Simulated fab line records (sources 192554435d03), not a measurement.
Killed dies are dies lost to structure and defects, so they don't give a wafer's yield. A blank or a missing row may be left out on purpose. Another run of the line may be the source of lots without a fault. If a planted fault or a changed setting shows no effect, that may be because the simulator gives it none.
fab line records	flow n5Finfet
record lots=7	wafers=39
route steps=1938 shown BEOL_M4@1037 BEOL_M8@1368 BEOL_M11@1536 BEOL_M12@1656 BEOL_M15@1808 PASSIVATION@1929
startH: the number of hours between the record's first day and the start of the first shown wafer of the lot	waitH: time in hours since the lot's previous step	" unchanged from the row above	L1.1+2: a row that stands for several wafers	- no value, or no start was given	* or withheld: withheld	< > ~ a bound
route shown NAME@n: a module of which the file shows steps, and the number in the route of the first	usual: the fault-free wafers' mean and standard deviation	same: alike in all rows	chamber/n: place in a boat	sites: each site's reading	_std_site: the values' standard deviation	_edge_site: the outer-site mean with the inner-site mean subtracted	radiusMm: for every site, how far away it sits from the centre of the wafer	mask NAME#n: copy n	behind: the tool/chamber that last shaped the wafer	hold: reason for holding the lot/hours on hold/outcome of the hold	device: whichever transistor did not switch (one of n, p or np)	end of line: tests run on the same wafers once the route is complete	where a step has no rows: the recipe by itself	killed: not the wafer's yield, but the dies lost to structure and defects at the first sort	map: a wafer's dies, x killed, . not, _ none there
set.NAME: the setting as run; set.NAME@STEP: as run at that earlier step	model.NAME: the simulator's own value behind a step, which no gauge read
lots where settings were altered on purpose, with a table for each step and a row for each wafer
## steps
# step N5_BEOL_M4_DESCUM_16
# recipe chemistry=O2	timeS=7	sourcePowerW=50	biasPowerW=20	pressureMtorr=20	rfFrequencyHz=2.712e+07	tempC=40	resist=CAR-EUV	o2FlowSccm=225
lot.wafer	tool	chamber	startH	waitH	set.timeS	model.CAR-EUV_of_BEOL_M4_COAT_05.thkNm
L074.1+6	rieDiel-04	0	168.61	0.0	7	26.2
L074.2	"	2	"	"	7	26.4
L074.3+4+5	"	3,1,3	"	"	4.187	27.6
L076.1+3+6	rieDiel-04	1,3,2	182.46	0.1	5.855	26.6
L076.2+4+5	"	2,0,3	"	"	7	26
L083.1+2+6	rieDiel-03	2,3,0	228.01	0.1	3.901	27.6
L083.3+4+5	"	0,1,1	"	"	7	26
L087.1+5+6	rieDiel-03	0,1,2	248.37	0.0	7	26.2
L087.2+3+4	"	1,2,3	"	"	2.886	28.2
L088.1+4+6	rieDiel-03	3,0,2	249.83	0.1	7	26.2
L093.1+2+3+5+6	rieDiel-05	3,2,0,2,3	286.79	0.6	7	26
L093.4	"	1	"	"	7	26.2
L097.1+3+4	rieDiel-03	0,2,3	299.85	0.0	7	26.2
L097.2+5+6	"	1,3,0	"	"	2.884	28.2
# step N5_BEOL_M4_ETCH_74
# recipe chemistry=N2/H2	target=underlayer	targetDepthA=65	maskMaterial=CAR-EUV	timeS=5.2	ionEnergyEv=200	pressureMtorr=30	sourceW=840	biasW=150	n2FlowSccm=200	h2FlowSccm=200	ends=cleared
lot.wafer	tool	chamber	startH	waitH	set.timeS@BEOL_M4_DESCUM_16	model.CAR-EUV_of_BEOL_M4_COAT_05.thkNm
L074.1+6	rieDiel-04	0	168.65	0.0	7	20.4
L074.2	"	2	"	"	7	20.6
L074.3+4+5	"	3,1,3	"	"	4.187	21.8
L076.1+6	rieDiel-04	1,2	182.50	0.0	5.855	20.8
L076.2+4+5	"	2,0,3	"	"	7	20.2
L076.3	"	3	"	"	5.855	20.6
L083.1	rieDiel-03	2	228.05	0.0	3.901	22
L083.2+6	"	3,0	"	"	3.901	21.8
L083.3+4+5	"	0,1,1	"	"	7	20.4
L087.1+5+6	rieDiel-03	0,1,2	248.41	0.0	7	20.4
L087.2+3+4	"	1,2,3	"	"	2.886	22.6
L088.1+4+6	rieDiel-03	3,0,2	249.86	0.0	7	20.4
L093.1+2+4+5	rieDiel-05	3,2,1,2	286.82	0.0	7	20.4
L093.3+6	"	0,3	"	"	7	20.2
L097.1+3+4	rieDiel-03	0,2,3	299.89	0.0	7	20.4
L097.2+6	"	1,0	"	"	2.884	22.4
L097.5	"	3	"	"	2.884	22.6
# step N5_BEOL_M8_DESCUM_33
# recipe chemistry=O2	timeS=7	sourcePowerW=50	biasPowerW=20	pressureMtorr=20	rfFrequencyHz=2.712e+07	tempC=40	resist=CAR-EUV	o2FlowSccm=225
lot.wafer	tool	chamber	startH	waitH	set.timeS	model.CAR-EUV_of_BEOL_M8_COAT_22.thkNm
L074.1+2+4	rieDiel-05	1,3,2	221.09	0.0	9.524	24.6
L074.3+6	"	0,1	"	"	7	26
L074.5	"	0	"	"	7	25.8
L076.1+2+3+4+5+6	rieDiel-03	3,1,2,0,0,1	222.95	0.1	7	26
L083.1+4+6	rieDiel-05	2,3,1	276.19	0.6	9.319	25
L083.2+5	"	0	"	"	7	26.2
L083.3	"	1	"	"	7	26
L088.1+4+6	rieDiel-05	0,1,0	294.06	0.3	7	26
L087.1+4+6	rieDiel-05	0,1,1	299.05	0.8	9.73	24.6
L087.2+3+5	"	2,3,2	"	"	7	26
L093.1+5+6	rieDiel-03	1,1,2	338.71	0.5	7	26
L093.2+3+4	"	0,2,3	"	"	7	26.2
L097.1+3+5	rieDiel-03	0,3,0	343.49	0.0	4.539	27.4
L097.2	"	2	"	"	7	26
L097.4+6	"	1,3	"	"	7	26.2
# step N5_BEOL_M8_ETCH_72
# recipe chemistry=N2/H2	target=underlayer	targetDepthA=65	maskMaterial=CAR-EUV	timeS=5.2	ionEnergyEv=200	pressureMtorr=30	sourceW=840	biasW=150	n2FlowSccm=200	h2FlowSccm=200	ends=cleared
lot.wafer	tool	chamber	startH	waitH	set.timeS@BEOL_M8_DESCUM_33	model.CAR-EUV_of_BEOL_M8_COAT_22.thkNm
L074.1+2	rieDiel-05	1,3	221.13	0.0	9.524	19
L074.3+5+6	"	0,0,1	"	"	7	20.2
L074.4	"	2	"	"	9.524	18.8
L076.1+4	rieDiel-03	3,0	222.98	0.0	7	20.4
L076.2+3+5+6	"	1,2,0,1	"	"	7	20.2
L083.1+4+6	rieDiel-05	2,3,1	276.23	0.0	9.319	19.2
L083.2+3+5	"	0,1,0	"	"	7	20.4
L088.1	rieDiel-05	0	294.10	0.0	7	20.4
L088.4+6	"	1,0	"	"	7	20.2
L087.1+6	rieDiel-05	0,1	299.08	0.0	9.73	19
L087.2+3+5	"	2,3,2	"	"	7	20.2
L087.4	"	1	"	"	9.73	18.8
L093.1+2+3+4+5+6	rieDiel-03	1,0,2,3,1,2	338.74	0.0	7	20.4
L097.1+5	rieDiel-03	0	343.52	0.0	4.539	21.6
L097.2	"	2	"	"	7	20.2
L097.3	"	3	"	"	4.539	21.8
L097.4	"	1	"	"	7	20.4
L097.6	"	3	"	"	7	20.6
# step N5_BEOL_M11_ILD_DEP_00
# recipe material=SiCOH_lowk	targetThkA=3085.1	tempC=300	precursor=DEMS/porogen	pressureTorr=5	rfW=500	timeS=58
lot.wafer	tool	chamber	startH	waitH	set.targetThkA	model.SiCOH_lowk_of_BEOL_M11_ILD_DEP_00.thkNm
L074.1	pecvd-04	1	242.42	0.0	3085.1	306.6
L074.2	"	2	"	"	1620	160.8
L074.3	"	0	"	"	3085.1	307.8
L074.4	"	0	"	"	3085.1	309.8
L074.5	"	1	"	"	1620	162.8
L074.6	"	2	"	"	1620	162.6
L076.1	pecvd-03	2	247.19	0.0	3085.1	308.6
L076.2	"	1	"	"	3085.1	304
L076.3	"	0	"	"	4629	458.4
L076.4	"	2	"	"	4629	469.8
L076.5	"	1	"	"	3085.1	311.6
L076.6	"	0	"	"	4629	468.6
L083.1	pecvd-01	2	297.74	0.0	3085.1	308.6
L083.2	"	1	"	"	3085.1	303.6
L083.3	"	0	"	"	1834	182.6
L083.4	"	0	"	"	1834	187.6
L083.5	"	2	"	"	3085.1	314.8
L083.6	"	1	"	"	1834	184
L088.1	pecvd-01	2	313.24	0.0	3085.1	304.6
L088.4	"	1	"	"	3085.1	306
L088.6	"	1	"	"	3085.1	309.6
L087.1	pecvd-04	1	319.78	0.0	1756	177.8
L087.2	"	2	"	"	1756	174.2
L087.3	"	0	"	"	3085.1	301
L087.4	"	0	"	"	3085.1	306
L087.5	"	1	"	"	3085.1	315.6
L087.6	"	2	"	"	1756	173.4
L093.1	pecvd-04	1	358.79	0.0	3085.1	310.2
L093.2	"	2	"	"	1782	177
L093.3	"	0	"	"	3085.1	305
L093.4	"	2	"	"	1782	181.2
L093.5	"	1	"	"	3085.1	309.6
L093.6	"	0	"	"	1782	178.4
L097.1	pecvd-04	2	361.17	0.0	1239	128.8
L097.2	"	1	"	"	3085.1	309
L097.3	"	0	"	"	1239	120.2
L097.4	"	0	"	"	3085.1	310.4
L097.5	"	1	"	"	3085.1	312
L097.6	"	2	"	"	1239	130.4
# step N5_BEOL_M11_CURE_71
# recipe tempC=385	timeS=240	ambient=He/Ar	material=SiCOH_lowk
lot.wafer	tool	chamber	startH	waitH	set.targetThkA@BEOL_M11_ILD_DEP_00	model.SiCOH_lowk_of_BEOL_M11_ILD_DEP_00.thkNm
L074.1	uvCure-02	2	242.50	0.0	3085.1	266.2
L074.2	"	2	"	"	1620	138.6
L074.3	"	2	"	"	3085.1	267.4
L074.4	"	2	"	"	3085.1	269.2
L074.5	"	2	"	"	1620	140.2
L074.6	"	2	"	"	1620	140
L076.1	uvCure-03	1	247.26	0.0	3085.1	268.2
L076.2	"	1	"	"	3085.1	264
L076.3	"	1	"	"	4629	401.6
L076.4	"	1	"	"	4629	411.8
L076.5	"	1	"	"	3085.1	270.6
L076.6	"	1	"	"	4629	410.8
L083.1	uvCure-02	2	297.82	0.0	3085.1	268.2
L083.2	"	2	"	"	3085.1	263.8
L083.3	"	2	"	"	1834	157.6
L083.4	"	2	"	"	1834	161.8
L083.5	"	2	"	"	3085.1	273.6
L083.6	"	2	"	"	1834	158.6
L088.1	uvCure-01	0	313.34	0.1	3085.1	264.4
L088.4	"	0	"	"	3085.1	265.8
L088.6	"	0	"	"	3085.1	268.8
L087.1	uvCure-02	1	319.87	0.1	1756	153.4
L087.2	"	1	"	"	1756	150.2
L087.3	"	1	"	"	3085.1	261.4
L087.4	"	1	"	"	3085.1	265.8
L087.5	"	1	"	"	3085.1	274.2
L087.6	"	1	"	"	1756	149.4
L093.1	uvCure-02	0	358.87	0.0	3085.1	269.6
L093.2	"	0	"	"	1782	152.6
L093.3	"	0	"	"	3085.1	265
L093.4	"	0	"	"	1782	156.4
L093.5	"	0	"	"	3085.1	268.8
L093.6	"	0	"	"	1782	154
L097.1	uvCure-01	2	361.25	0.0	1239	110.8
L097.2	"	2	"	"	3085.1	268.6
L097.3	"	2	"	"	1239	103.2
L097.4	"	2	"	"	3085.1	269.6
L097.5	"	2	"	"	3085.1	271
L097.6	"	2	"	"	1239	112
# step N5_BEOL_M11_THK_MEAS_01
# recipe reads=SiCOH_lowk_of_BEOL_M11_ILD_DEP_00
# usual M11_ILD_THK=268/3.3
lot.wafer	tool	chamber	startH	waitH	set.targetThkA@BEOL_M11_ILD_DEP_00	M11_ILD_THK[nm]
L074.1	filmMetro-02	-	243.01	0.4	3085.1	266
L074.2	"	-	"	"	1620	139
L074.3	"	-	"	"	3085.1	267
L074.4	"	-	"	"	3085.1	269
L074.5	"	-	"	"	1620	140
L074.6	"	-	"	"	1620	140
L076.1	filmMetro-02	-	247.78	0.4	3085.1	268
L076.2	"	-	"	"	3085.1	264
L076.3	"	-	"	"	4629	402
L076.4	"	-	"	"	4629	412
L076.5	"	-	"	"	3085.1	271
L076.6	"	-	"	"	4629	411
L083.1	filmMetro-01	-	298.33	0.4	3085.1	268
L083.2	"	-	"	"	3085.1	264
L083.3	"	-	"	"	1834	158
L083.4	"	-	"	"	1834	162
L083.5	"	-	"	"	3085.1	274
L083.6	"	-	"	"	1834	159
L088.1	filmMetro-01	-	313.86	0.4	3085.1	265
L088.4	"	-	"	"	3085.1	266
L088.6	"	-	"	"	3085.1	269
L087.1	filmMetro-01	-	320.39	0.4	1756	153
L087.2	"	-	"	"	1756	150
L087.3	"	-	"	"	3085.1	261
L087.4	"	-	"	"	3085.1	266
L087.5	"	-	"	"	3085.1	274
L087.6	"	-	"	"	1756	149
L093.1	filmMetro-01	-	359.38	0.4	3085.1	269
L093.2	"	-	"	"	1782	153
L093.3	"	-	"	"	3085.1	265
L093.4	"	-	"	"	1782	156
L093.5	"	-	"	"	3085.1	269
L093.6	"	-	"	"	1782	154
L097.1	filmMetro-02	-	361.76	0.4	1239	111
L097.2	"	-	"	"	3085.1	268
L097.3	"	-	"	"	1239	103
L097.4	"	-	"	"	3085.1	270
L097.5	"	-	"	"	3085.1	271
L097.6	"	-	"	"	1239	112
# step N5_BEOL_M12_DEP_53
# recipe material=SiCN	targetThkA=300	tempC=withheld	precursor=3MS/NH3	pressureTorr=3	rfW=675	timeS=10.5
lot.wafer	tool	chamber	startH	waitH	set.targetThkA	model.SiCN_of_BEOL_M12_DEP_53.thkNm
L074.1	pecvd-02	1	256.04	0.0	300	29.6
L074.2	"	2	"	"	300	29.4
L074.3+5	"	0,2	"	"	300	29.8
L074.4	"	0	"	"	300	30
L074.6	"	1	"	"	300	30.2
L076.1+6	pecvd-03	0,2	259.52	0.0	300	30
L076.2	"	1	"	"	300	29.4
L076.3+5	"	2,1	"	"	129.7	13
L076.4	"	0	"	"	129.7	12.6
L083.1	pecvd-03	2	308.17	0.0	243.4	24.4
L083.2+3	"	0,1	"	"	300	29.2
L083.4	"	1	"	"	243.4	24.2
L083.5	"	2	"	"	243.4	24.6
L083.6	"	0	"	"	300	29.8
L088.1+4	pecvd-02	0,2	327.18	0.0	300	30.4
L088.6	"	1	"	"	300	31
L087.1	pecvd-02	1	335.38	0.0	137.1	13.8
L087.2+5	"	0,2	"	"	300	29.8
L087.3	"	2	"	"	137.1	13.4
L087.4	"	0	"	"	137.1	14
L087.6	"	1	"	"	300	30.6
L093.1	pecvd-02	0	373.65	0.0	300	30
L093.2+5	"	2	"	"	453.3	45.2
L093.3	"	1	"	"	300	29.6
L093.4	"	1	"	"	453.3	45.6
L093.6	"	0	"	"	300	30.6
L097.1	pecvd-02	0	374.09	0.0	300	30.4
L097.2+3	"	2,1	"	"	449.5	44.6
L097.4	"	1	"	"	449.5	45.4
L097.5	"	0	"	"	300	30.6
L097.6	"	2	"	"	300	30.2
# step N5_BEOL_M15_ETCH_61
# recipe chemistry=N2/H2	target=BARC	targetDepthA=890	overetchA=267	timeS=67.9	ionEnergyEv=200	pressureMtorr=30	sourceW=840	biasW=150	n2FlowSccm=200	h2FlowSccm=200
lot.wafer	tool	chamber	startH	waitH	set.timeS	model.coat_of_BEOL_M15_COAT_22.thkNm
L074.1	rieDiel-01	3	270.08	0.0	67.9	713.8
L074.2	"	1	"	"	67.9	714.2
L074.3	"	0	"	"	98.31	682
L074.4	"	2	"	"	98.31	684.4
L074.5	"	0	"	"	67.9	712.4
L074.6	"	3	"	"	98.31	685.8
L076.1	rieDiel-06	1	272.81	0.0	67.9	718.8
L076.2	"	3	"	"	67.9	718.4
L076.3	"	2	"	"	67.9	716.8
L076.4+6	"	0,3	"	"	67.9	718.2
L076.5	"	2	"	"	67.9	717.8
L083.1	rieDiel-06	0	321.68	0.0	67.9	715
L083.2	"	3	"	"	45.81	737
L083.3	"	1	"	"	67.9	717.4
L083.4	"	2	"	"	67.9	713.8
L083.5	"	1	"	"	45.81	737.6
L083.6	"	0	"	"	45.81	736
L088.1+4	rieDiel-06	3,1	340.27	0.0	67.9	716.6
L088.6	"	1	"	"	67.9	720.6
L087.1	rieDiel-06	2	345.54	0.0	67.9	719.2
L087.2	"	1	"	"	67.9	722.4
L087.3	"	0	"	"	67.9	718.6
L087.4	"	3	"	"	67.9	719.6
L087.5	"	2	"	"	67.9	717.8
L087.6	"	1	"	"	67.9	725
L093.1	rieDiel-06	1	392.67	0.0	67.9	719
L093.2	"	0	"	"	67.9	713.8
L093.3	"	3	"	"	67.9	713
L093.4	"	1	"	"	67.9	717.4
L093.5	"	0	"	"	67.9	714.2
L093.6	"	3	"	"	67.9	715
L097.1+4	rieDiel-06	0,3	393.02	0.0	67.9	718.8
L097.2	"	1	"	"	67.9	721.4
L097.3	"	3	"	"	67.9	716.6
L097.5	"	1	"	"	67.9	719.6
L097.6	"	0	"	"	67.9	716
# step N5_BEOL_M15_TRENCH_ETCH_34
# recipe chemistry=C4F8/O2/Ar	target=SiO2	targetDepthA=8729.3	heInnerTorr=15	heOuterTorr=30	timeS=199	ionEnergyEv=800	pressureMtorr=20	sourceW=1905	biasW=2040	Ar_flow_sccm=400	C4F8_flow_sccm=16	O2_flow_sccm=12
lot.wafer	tool	chamber	startH	waitH	set.timeS@BEOL_M15_ETCH_61	model.coat_of_BEOL_M15_COAT_22.thkNm
L074.1	rieDiel-01	3	270.13	0.0	67.9	540
L074.2	"	1	"	"	67.9	546.4
L074.3	"	0	"	"	98.31	502.8
L074.4	"	2	"	"	98.31	510
L074.5	"	0	"	"	67.9	532.4
L074.6	"	3	"	"	98.31	511.6
L076.1	rieDiel-06	1	272.87	0.0	67.9	542
L076.2	"	3	"	"	67.9	542.2
L076.3	"	2	"	"	67.9	539.6
L076.4	"	0	"	"	67.9	540
L076.5	"	2	"	"	67.9	540.8
L076.6	"	3	"	"	67.9	542.8
L083.1	rieDiel-06	0	321.73	0.0	67.9	535
L083.2	"	3	"	"	45.81	561.8
L083.3	"	1	"	"	67.9	540
L083.4	"	2	"	"	67.9	536
L083.5	"	1	"	"	45.81	562.4
L083.6	"	0	"	"	45.81	555.8
L088.1	rieDiel-06	3	340.33	0.0	67.9	541.6
L088.4	"	1	"	"	67.9	544.8
L088.6	"	1	"	"	67.9	546.4
L087.1	rieDiel-06	2	345.59	0.0	67.9	546.8
L087.2	"	1	"	"	67.9	550
L087.3	"	0	"	"	67.9	542
L087.4	"	3	"	"	67.9	547.4
L087.5	"	2	"	"	67.9	544.8
L087.6	"	1	"	"	67.9	552
L093.1	rieDiel-06	1	392.72	0.0	67.9	543.2
L093.2	"	0	"	"	67.9	534
L093.3	"	3	"	"	67.9	531.2
L093.4	"	1	"	"	67.9	542
L093.5	"	0	"	"	67.9	533.2
L093.6	"	3	"	"	67.9	532.2
L097.1	rieDiel-06	0	393.07	0.0	67.9	538
L097.2	"	1	"	"	67.9	549
L097.3	"	3	"	"	67.9	536.6
L097.4	"	3	"	"	67.9	538.6
L097.5	"	1	"	"	67.9	546.6
L097.6	"	0	"	"	67.9	537.4
# step N5_PASSIVATION_PASS_ETCH_47
# recipe chemistry=CF4/O2	target=SiNx	targetDepthA=7700	timeS=385	ionEnergyEv=100	pressureMtorr=40	sourceW=535	biasW=49	Ar_flow_sccm=100	cf4FlowSccm=100	O2_flow_sccm=10
lot.wafer	tool	chamber	startH	waitH	set.timeS	model.etch.depthNm
L074.1	rieDiel-05	2	287.32	0.0	385	784.1
L074.2	"	0	"	"	385	758.1
L074.3	"	3	"	"	385	760.6
L074.4	"	1	"	"	385	775.4
L074.5	"	2	"	"	385	781.8
L074.6	"	1	"	"	385	771.1
L076.1	rieDiel-04	1	289.19	0.0	250.3	509.9
L076.2	"	3	"	"	250.3	519.2
L076.3	"	2	"	"	250.3	501.2
L076.4	"	0	"	"	385	767
L076.5	"	3	"	"	385	796.8
L076.6	"	0	"	"	385	761.9
L083.1	rieDiel-05	2	343.65	0.0	167.9	340.1
L083.2	"	0	"	"	385	753.5
L083.3	"	3	"	"	167.9	334.7
L083.4	"	1	"	"	385	777.9
L083.5	"	0	"	"	167.9	329.3
L083.6	"	1	"	"	385	776.7
L088.1	rieDiel-05	1	354.50	0.0	385	777.4
L088.4	"	2	"	"	385	779.8
L088.6	"	0	"	"	385	759.5
L087.1	rieDiel-03	0	358.36	0.0	385	782.3
L087.2	"	1	"	"	444.9	895.1
L087.3	"	3	"	"	444.9	841.9
L087.4	"	2	"	"	385	780.4
L087.5	"	2	"	"	385	776
L087.6	"	3	"	"	444.9	843
L093.1	rieDiel-04	1	411.71	0.0	268.7	558.4
L093.2	"	2	"	"	385	768.9
L093.3	"	0	"	"	385	769.5
L093.4	"	3	"	"	385	789.8
L093.5	"	3	"	"	268.7	551
L093.6	"	2	"	"	268.7	538.6
L097.1	rieDiel-03	0	412.03	0.0	572.1	1148
L097.2	"	2	"	"	572.1	1144
L097.3	"	1	"	"	385	784.7
L097.4	"	3	"	"	385	735.7
L097.5	"	0	"	"	385	775.2
L097.6	"	3	"	"	572.1	1075
## key
split step=N5_BEOL_M4_DESCUM_16	setting=timeS	stated=7	by=wafer
response step=N5_BEOL_M4_DESCUM_16	reading=model.CAR-EUV_of_BEOL_M4_COAT_05.thkNm	change=-0.0343	per=1%	r=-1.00
response step=N5_BEOL_M4_ETCH_74	reading=model.CAR-EUV_of_BEOL_M4_COAT_05.thkNm	change=-0.0352	per=1%	r=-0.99
split step=N5_BEOL_M8_DESCUM_33	setting=timeS	stated=7	by=wafer
response step=N5_BEOL_M8_DESCUM_33	reading=model.CAR-EUV_of_BEOL_M8_COAT_22.thkNm	change=-0.0358	per=1%	r=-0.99
response step=N5_BEOL_M8_ETCH_72	reading=model.CAR-EUV_of_BEOL_M8_COAT_22.thkNm	change=-0.0348	per=1%	r=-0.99
split step=N5_BEOL_M11_ILD_DEP_00	setting=targetThkA	stated=3085.1	by=wafer
response step=N5_BEOL_M11_ILD_DEP_00	reading=model.SiCOH_lowk_of_BEOL_M11_ILD_DEP_00.thkNm	change=+3.09	per=1%	r=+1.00
response step=N5_BEOL_M11_CURE_71	reading=model.SiCOH_lowk_of_BEOL_M11_ILD_DEP_00.thkNm	change=+2.71	per=1%	r=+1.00
response step=N5_BEOL_M11_THK_MEAS_01	reading=M11_ILD_THK	change=+2.71	per=1%	r=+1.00
split step=N5_BEOL_M12_DEP_53	setting=targetThkA	stated=300	by=wafer
response step=N5_BEOL_M12_DEP_53	reading=model.SiCN_of_BEOL_M12_DEP_53.thkNm	change=+0.296	per=1%	r=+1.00
split step=N5_BEOL_M15_ETCH_61	setting=timeS	stated=67.9	by=wafer
response step=N5_BEOL_M15_ETCH_61	reading=model.coat_of_BEOL_M15_COAT_22.thkNm	change=-0.658	per=1%	r=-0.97
response step=N5_BEOL_M15_TRENCH_ETCH_34	reading=model.coat_of_BEOL_M15_COAT_22.thkNm	change=-0.704	per=1%	r=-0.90
split step=N5_PASSIVATION_PASS_ETCH_47	setting=timeS	stated=385	by=wafer
response step=N5_PASSIVATION_PASS_ETCH_47	reading=model.etch.depthNm	change=+7.48	per=1%	r=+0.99
